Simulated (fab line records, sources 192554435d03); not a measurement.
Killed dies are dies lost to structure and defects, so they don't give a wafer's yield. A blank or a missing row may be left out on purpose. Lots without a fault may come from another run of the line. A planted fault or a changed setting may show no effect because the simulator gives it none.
Chamber matching | flow n5_finfet | N5_BEOL_M10_ALD_74 on ald_metal-04: 4 sister chambers
The step deposits TaN, target thk 2 nm, pulse time 2 s, purge time 3 s. 14 wafers are shown with their chamber, then 7 later ones without.

WAFERS WITH THEIR CHAMBER
wafer  | chamber | heater_power_w (W)
L074.2 | 1       | 402
L074.3 | 2       | 428
L074.4 | 0       | 467
L078.4 | 1       | 414
L078.5 | 2       | 438
L078.6 | 1       | 417
L079.2 | 3       | 406
L079.3 | 1       | 407
L079.6 | 2       | 441
L088.1 | 0       | 477
L088.4 | 2       | 429
L088.5 | 3       | 396
L089.2 | 3       | 403
L089.3 | 1       | 414

SIGNATURES (means of the wafers above)
reading        | chamber 0 | chamber 1 | chamber 2 | chamber 3 | scatter within a chamber
heater_power_w | 472.00    | 410.80    | 434.00    | 401.67    | 6.16
Rule: a wafer's distance from a chamber is the root of the sum, over the readings, of the square of ((its reading less the chamber's mean) divided by the reading's scatter). The wafer belongs to the nearest chamber; if the next one is less than 2 further off, it can't be placed. The scatter: the root of (the sum of the squares of (reading less its chamber's mean) over the shown wafers, divided by (wafers less chambers)).

WAFERS WITHOUT THEIR CHAMBER
wafer  | heater_power_w (W)
L089.6 | 396
L092.1 | 406
L092.2 | 417
L092.3 | 435
L095.2 | 469
L095.4 | 429
L095.6 | 485

WHICH CHAMBER EACH WENT THROUGH
wafer  | from the rows above          | in truth
L089.6 | can't be placed: 3 or 1      | 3
L092.1 | can't be placed: 3 or 1      | 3
L092.2 | can't be placed: 1 or 3 or 2 | 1
L092.3 | 2                            | 2
L095.2 | 0                            | 0
L095.4 | 2                            | 2
L095.6 | 0                            | 0
Placed correctly: 4 of 7. Can't be placed from these rows: 3 (the true chamber is among the candidates in 3). Placed wrongly: 0.
